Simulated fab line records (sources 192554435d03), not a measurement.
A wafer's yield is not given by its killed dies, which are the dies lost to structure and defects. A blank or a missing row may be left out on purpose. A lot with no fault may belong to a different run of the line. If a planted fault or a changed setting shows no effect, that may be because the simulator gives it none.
fab line records	flow n5Finfet
[record] lots = 10	wafers = 30	lastDay = 18
route steps=1938 shown HKMG_FIN@454 GATE_CUT@466 BEOL_M4@1111
lots untouched by any fault: they come from a run of this same line in which no faults occurred
startH: start of the lot's first displayed wafer, in hours after the record's first day	waitH: hours from the lot's prior step to this one	" identical to the entry in the row above	L1.1+2: several wafers, shown together as one row	- either no value or no given start	* or withheld: withheld	< > ~ a bound
route shown NAME@n: NAME is a module with steps in the file, n the number in the route of the first one	usual: mean and standard deviation over wafers with no fault	same: alike in all rows	chamber/n: place in a boat	sites: each site's reading	_std_site: the standard deviation of these	_edge_site: the outer-site mean with the inner-site mean subtracted	radiusMm: how far each site lies from the wafer's centre	mask NAME#n: copy n	behind: tool/chamber where the wafer was last shaped	hold: why the lot went on hold/how many hours it stayed there/how the hold came to an end	device: the transistor (n, p or np) that didn't switch	end of line: at the end of the route, the tests of the same wafers	a step given without rows: its recipe and nothing more	killed: not the wafer's yield, but the dies lost to structure and defects at the first sort	map: shows each die of a wafer: x if killed, . if not, _ if none is there
set.NAME: the setting as run; set.NAME@STEP: as run at that earlier step	model.NAME: the simulator's own value behind a step, which no gauge read
the route's steps for a sample of lots (tables are steps, rows are wafers)
services: a tool's chamber out of use, with start hour (startH, from the record's first day; less than 0 if before it), hours out, and reason
[[steps]]
[step N5_HKMG_FIN_ETCHBACK_68]
[recipe] chemistry = Cl2/Ar	stopOn = HfO2	targetDepthA = 5	pressureMtorr = 10	icpW = 600	biasW = 60	Cl2_flow_sccm = 40	Ar_flow_sccm = 60
[usual] drypumpMotorCurrentA = 6.0/0.38	oesProductAu = 0.72/0.097	throttleValvePct = 20.90/0.26
lot.wafer	tool	chamber	startH	waitH	drypumpMotorCurrentA	oesProductAu	rfHoursCounterH	throttleValvePct
L815.2	rieMetal-01	0	80.93	0.0	6.3	0.68	88	20.98
L815.5	"	1	"	"	6.3	0.86	-	20.42
L815.6	"	0	"	"	6.2	0.68	-	20.99
L822.1	rieMetal-03	0	121.32	0.0	5.3	0.57	103	20.80
L822.2	"	1	"	"	6.4	0.74	52	21.14
L822.5	"	1	"	"	6.4	0.73	-	21.16
L824.2	rieMetal-03	0	134.16	0.0	5.3	0.64	104	20.70
L824.4	"	0	"	"	5.3	0.65	-	20.70
L824.6	"	1	"	"	6.4	0.73	-	21.14
L827.3	rieMetal-02	0	151.25	0.1	5.9	0.63	-	21.20
L827.5	"	0	"	"	5.9	0.64	-	21.21
L827.6	"	1	"	"	5.9	0.86	-	20.81
L828.2	rieMetal-02	0	157.94	0.0	5.9	0.63	116	21.22
L828.4	"	1	"	"	5.9	0.85	-	20.82
L828.5	"	1	"	"	5.9	0.86	-	20.82
L829.2	rieMetal-03	0	162.35	0.0	5.3	0.64	108	20.69
L829.3	"	1	"	"	6.4	0.72	-	21.15
L829.6	"	0	"	"	5.3	0.63	-	20.70
L832.2	rieMetal-01	1	179.78	0.0	6.3	0.82	20	20.46
L832.4	"	0	"	"	6.3	0.66	-	21.01
L832.6	"	0	"	"	6.3	0.66	-	21.01
L833.2	rieMetal-02	0	185.47	0.0	6.0	0.63	118	21.22
L833.4	"	0	"	"	6.0	0.63	-	21.24
L833.5	"	1	"	"	5.9	0.85	-	20.81
L837.2	rieMetal-02	0	210.10	0.0	5.9	0.62	121	21.24
L837.3	"	1	"	"	5.9	0.84	-	20.86
L837.5	"	0	"	"	6.0	0.63	-	21.23
L838.1	rieMetal-02	0	220.15	0.0	5.9	0.62	121	21.23
L838.4	"	1	"	"	5.9	0.83	-	20.85
L838.5	"	0	"	"	5.9	0.62	-	21.23
[step N5_HKMG_FIN_ALD_72]
[recipe] material = W	targetThkA = 20	tempC = 300	pressureTorr = 7.5	aldPrecursorFamily = WF6	aldCoReactant = B2H6	pulseTimeS = 1	purgeTimeS = 2	coReactantPurgeTimeS = 2	coReactantPulseTimeS = 3	aldCycles = 7
[usual] heaterPowerW = 511/68	precursorPulseHeightRel = 1.000/0.022
lot.wafer	tool	chamber	startH	waitH	heaterPowerW	precursorPulseHeightRel
L815.2	cvdW-02	1	81.81	0.2	472	1.003
L815.5	"	1	"	"	470	0.992
L815.6	"	0	"	"	455	0.976
L822.1	cvdW-01	0	122.20	0.2	617	0.987
L822.2	"	1	"	"	482	1.012
L822.5	"	0	"	"	649	0.994
L824.2	cvdW-01	1	135.05	0.2	490	0.984
L824.4	"	1	"	"	490	0.993
L824.6	"	0	"	"	641	0.951
L827.3	cvdW-02	0	152.12	0.2	463	1.025
L827.5	"	0	"	"	450	1.002
L827.6	"	1	"	"	481	0.989
L828.2	cvdW-02	1	158.83	0.2	465	1.014
L828.4	"	0	"	"	472	0.996
L828.5	"	1	"	"	462	1.013
L829.2	cvdW-02	1	163.24	0.2	487	1.010
L829.3	"	1	"	"	473	1.034
L829.6	"	1	"	"	472	0.984
L832.2	cvdW-02	1	180.96	0.2	481	1.035
L832.4	"	0	"	"	472	1.003
L832.6	"	0	"	"	479	0.975
L833.2	cvdW-01	0	186.36	0.2	639	1.003
L833.4	"	1	"	"	497	0.999
L833.5	"	0	"	"	641	0.987
L837.2	cvdW-02	1	210.99	0.2	462	0.993
L837.3	"	0	"	"	469	1.032
L837.5	"	1	"	"	463	1.009
L838.1	cvdW-02	0	221.04	0.2	476	0.998
L838.4	"	1	"	"	462	0.988
L838.5	"	0	"	"	470	0.987
[step N5_GATE_CUT_ETCH_56]
[recipe] chemistry = Cl2/Ar	target = TiN	targetDepthA = 216	pressureMtorr = 10	icpW = 600	biasW = 60	Cl2_flow_sccm = 40	Ar_flow_sccm = 60
[usual] drypumpMotorCurrentA = 6.1/0.34	oesProductAu = 0.73/0.09	throttleValvePct = 20.87/0.28
lot.wafer	tool	chamber	startH	waitH	drypumpMotorCurrentA	oesProductAu	rfHoursCounterH	throttleValvePct
L815.2	rieMetal-02	1	82.85	0.1	6.0	0.90	8	20.80
L815.5	"	0	"	"	5.9	0.65	-	21.19
L815.6	"	1	"	"	6.0	0.91	-	20.78
L822.1	rieMetal-03	0	123.24	0.1	5.3	0.65	103	20.69
L822.2	"	1	"	"	6.4	0.74	52	21.12
L822.5	"	1	"	"	6.4	0.73	-	21.15
L824.2	rieMetal-03	0	136.08	0.1	5.3	0.65	105	20.68
L824.4	"	0	"	"	5.3	0.65	-	20.69
L824.6	"	1	"	"	6.4	0.74	-	21.13
L827.3	rieMetal-01	0	153.17	0.1	6.2	0.67	-	21.03
L827.5	"	0	"	"	6.2	0.67	-	21.00
L827.6	"	1	"	"	6.3	0.83	-	20.44
L828.2	rieMetal-03	1	159.86	0.1	6.4	0.73	57	21.16
L828.4	"	0	"	"	5.3	0.64	-	20.68
L828.5	"	1	"	"	6.4	0.73	-	21.14
L829.2	rieMetal-02	1	164.28	0.1	5.9	0.87	14	20.81
L829.3	"	1	"	"	5.9	0.87	-	20.83
L829.6	"	0	"	"	5.9	0.63	-	21.21
L832.2	rieMetal-02	1	182.00	0.1	5.9	0.85	16	20.85
L832.4	"	0	"	"	6.0	0.62	-	21.23
L832.6	"	1	"	"	5.9	1.16	-	20.46
L833.2	rieMetal-01	0	187.40	0.1	6.2	0.66	97	21.01
L833.4	"	0	"	"	6.3	0.66	-	21.02
L833.5	"	0	"	"	6.3	0.66	-	21.02
L837.2	rieMetal-01	0	212.02	0.1	6.3	0.65	99	21.01
L837.3	"	0	"	"	6.3	0.66	-	21.01
L837.5	"	0	"	"	6.3	0.66	-	21.02
L838.1	rieMetal-03	1	222.20	0.2	6.4	0.71	62	21.18
L838.4	"	1	"	"	6.4	0.71	-	21.16
L838.5	"	1	"	"	6.4	0.71	-	21.16
[step N5_GATE_CUT_CMP_02]
[recipe] stopOn = SiO2	tOverpolishS = 12.7	postCmpClean = alkalineBrush	downForcePsi = 2.5	platenRpm = 51.8	padVelocityMS = 1.0307	targetThkNm = 0
[usual] motorCurrentA = 9.2/0.94	overpolishRunS = 12.701/0.008	timeToEndpointS = 24.7/2.9
lot.wafer	tool	chamber	startH	waitH	motorCurrentA	overpolishRunS	timeToEndpointS
L815.2	cmp-03	1	85.99	0.2	10.0	12.717	25.1
L815.6	"	2	"	"	9.2	12.718	24.5
L815.5	"	3	"	"	10.1	12.699	26.7
L822.1	cmp-02	0	126.11	0.1	8.0	12.691	25.3
L822.2	"	2	"	"	8.2	12.695	30.8
L822.5	"	0	"	"	8.1	12.705	23.2
L824.4	cmp-01	0	139.01	0.1	7.7	12.693	30.4
L824.2	"	3	"	"	9.9	12.708	28.4
L824.6	"	1	"	"	9.6	12.694	26.4
L827.3	cmp-03	3	155.93	0.1	10.2	12.716	28.4
L827.5	"	2	"	"	8.9	12.708	26.7
L827.6	"	3	"	"	10.1	12.699	25.0
L828.2	cmp-01	3	162.67	0.1	10.1	12.706	23.0
L828.4	"	0	"	"	8.1	12.707	26.2
L828.5	"	2	"	"	10.0	12.695	20.6
L829.3	cmp-01	2	167.07	0.1	9.6	12.704	21.7
L829.2	"	3	"	"	10.1	12.692	24.5
L829.6	"	1	"	"	9.7	12.694	22.6
L832.2	cmp-02	1	186.02	0.1	7.5	12.705	21.7
L832.4	"	2	"	"	8.4	12.696	24.9
L832.6	"	3	"	"	8.7	12.693	25.1
L833.4	cmp-03	1	190.20	0.1	10.4	12.706	26.0
L833.2	"	2	"	"	8.9	12.703	31.1
L833.5	"	0	"	"	9.3	12.695	27.6
L837.2	cmp-03	0	214.86	0.1	8.9	12.703	22.9
L837.3	"	1	"	"	9.6	12.705	22.0
L837.5	"	3	"	"	10.4	12.696	27.9
L838.4	cmp-01	1	225.12	0.0	9.4	12.692	21.3
L838.1	"	2	"	"	9.9	12.701	18.8
L838.5	"	2	"	"	9.6	12.682	19.1
[step N5_BEOL_M4_RC_MEAS_101]
[usual] DIBL_N = 36.5/2	DIBL_P = 36.5/2.3	IOFF_N = 0.16/0.036	IOFF_P = 0.21/0.037	ION_N = 672/12	ION_P = 459/7.1	SS_N = 71.6/0.73	SS_P = 73.4/0.76	VT_N = 250/3.3	VT_P = -250.5/2.9
lot.wafer	tool	chamber	startH	waitH	DIBL_N[mV/V]	DIBL_P[mV/V]	IOFF_N[nA/um]	IOFF_P[nA/um]	ION_N[uA/um]	ION_P[uA/um]	SS_N[mV/dec]	SS_P[mV/dec]	VT_N[mV]	VT_P[mV]
L815.2	prober-02	0	182.99	0.2	31.8	34.0	0.12	0.17	671	462	71.2	72.4	252	-250.3
L815.5	"	0	"	"	33.0	34.7	0.13	0.17	659	450	70.6	72.4	254	-253.8
L815.6	"	0	"	"	34.4	37.4	0.16	0.20	675	461	70.9	73.5	250	-249.8
L822.1	prober-01	0	223.32	0.0	36.5	35.9	0.14	0.19	661	453	72.5	72.6	251	-252.4
L822.2	"	0	"	"	38.1	39.1	0.18	0.24	683	469	72.6	73.7	249	-247.1
L822.5	"	0	"	"	37.2	37.3	0.16	0.21	671	459	72.4	73.2	249	-249.2
L824.2	prober-02	0	229.58	0.2	37.6	38.5	0.18	0.23	675	461	72.6	74.5	248	-248.7
L824.4	"	0	"	"	36.0	36.5	0.15	0.19	680	461	71.7	73.3	249	-250.3
L824.6	"	0	"	"	33.6	33.9	0.11	0.16	664	451	70.6	72.6	255	-253.8
L827.3	prober-01	0	257.46	0.3	38.3	36.8	0.19	0.25	684	464	71.7	74.4	245	-248.6
L827.5	"	0	"	"	39.4	37.8	0.24	0.27	693	465	72.8	74.5	243	-247.5
L827.6	"	0	"	"	38.6	37.5	0.21	0.27	680	462	72.3	74.3	247	-247.8
L829.2	prober-02	0	257.76	0.2	38.6	38.0	0.19	0.24	666	449	72.4	73.0	248	-249.1
L829.3	"	0	"	"	36.4	35.2	0.14	0.18	649	452	72.4	72.6	254	-252.1
L829.6	"	0	"	"	38.8	38.0	0.18	0.23	664	457	72.6	73.2	253	-249.6
L828.2	prober-01	0	259.40	0.2	36.3	36.2	0.16	0.20	663	448	71.8	73.1	250	-252.3
L828.4	"	0	"	"	37.4	36.3	0.19	0.21	652	446	73.3	73.4	250	-249.7
L828.5	"	0	"	"	37.3	38.8	0.20	0.25	669	463	72.6	73.4	247	-246.2
L833.2	prober-02	0	274.28	0.2	35.3	33.9	0.13	0.20	667	463	70.7	72.7	253	-247.5
L833.4	"	0	"	"	35.1	33.6	0.13	0.19	671	464	70.4	72.4	252	-250.6
L833.5	"	0	"	"	36.7	35.6	0.15	0.23	679	470	71.5	73.3	249	-247.3
L832.2	prober-01	0	280.33	0.2	36.3	34.2	0.15	0.18	670	454	71.7	73.4	251	-254.5
L832.4	"	0	"	"	36.5	35.2	0.15	0.19	683	465	71.3	73.0	248	-249.9
L832.6	"	0	"	"	36.8	35.0	0.15	0.19	663	453	72.0	73.7	254	-252.3
L837.2	prober-01	0	309.41	0.2	38.1	41.2	0.24	0.30	691	474	72.1	73.9	243	-243.0
L837.3	"	0	"	"	37.5	39.5	0.21	0.26	684	467	71.8	74.3	248	-246.6
L837.5	"	0	"	"	37.7	39.4	0.21	0.26	661	449	72.3	74.0	247	-245.4
L838.1	prober-01	0	332.06	0.0	38.1	40.2	0.19	0.21	671	457	71.6	75.2	249	-250.8
L838.4	"	0	"	"	39.1	40.6	0.22	0.23	682	457	72.8	74.2	246	-251.5
L838.5	"	0	"	"	38.8	41.3	0.21	0.23	675	456	72.4	74.7	248	-248.9
[[services]]
tool	chamber	startH	hours	kind
cmp-03	-	72.54	0.2	repair
cmp-01	-	75.80	1.0	repair
cmp-01	-	94.15	9.5	pm
cmp-01	-	103.65	8.3	pm
cmp-02	-	103.74	4.0	pm
cmp-02	-	107.74	-	consumableReplace:conditioner
cmp-02	-	107.74	-	consumableReplace:pad
cmp-03	-	115.99	6.2	pm
rieMetal-02	-	130.88	1.4	pm
rieMetal-02	-	140.17	10.0	pm
cvdW-02	-	141.69	2.8	pm
cmp-03	-	150.91	0.5	repair
cmp-02	-	158.53	3.9	repair
cvdW-02	0	194.73	4.2	repair
rieMetal-03	1	198.33	4.6	repair
cvdW-01	-	204.95	2.8	pm
rieMetal-03	0	219.50	2.8	repair
[[key]]
[firstSign] step = N5_GATE_CUT_ETCH_56	reading = oesProductAu	direction = up	sigmas = 4.7	usual = 0.73	struck = 1.16
effect none on later readings
metAt N5_GATE_CUT_ETCH_56
struckLots L832
struckWafers L832.6
notActingAt N5_HKMG_FIN_ETCHBACK_68,N5_HKMG_FIN_ALD_72,N5_GATE_CUT_CMP_02
onsetBetween 164.28 182.00
[fault] kind = processParameterDrift	tool = rieMetal-02	chamber = -	onsetH = 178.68	steps = N5_GATE_CUT_ETCH_56	channel = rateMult	offset = 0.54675	shape = step	endH = 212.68	scope = struckWafersOnly
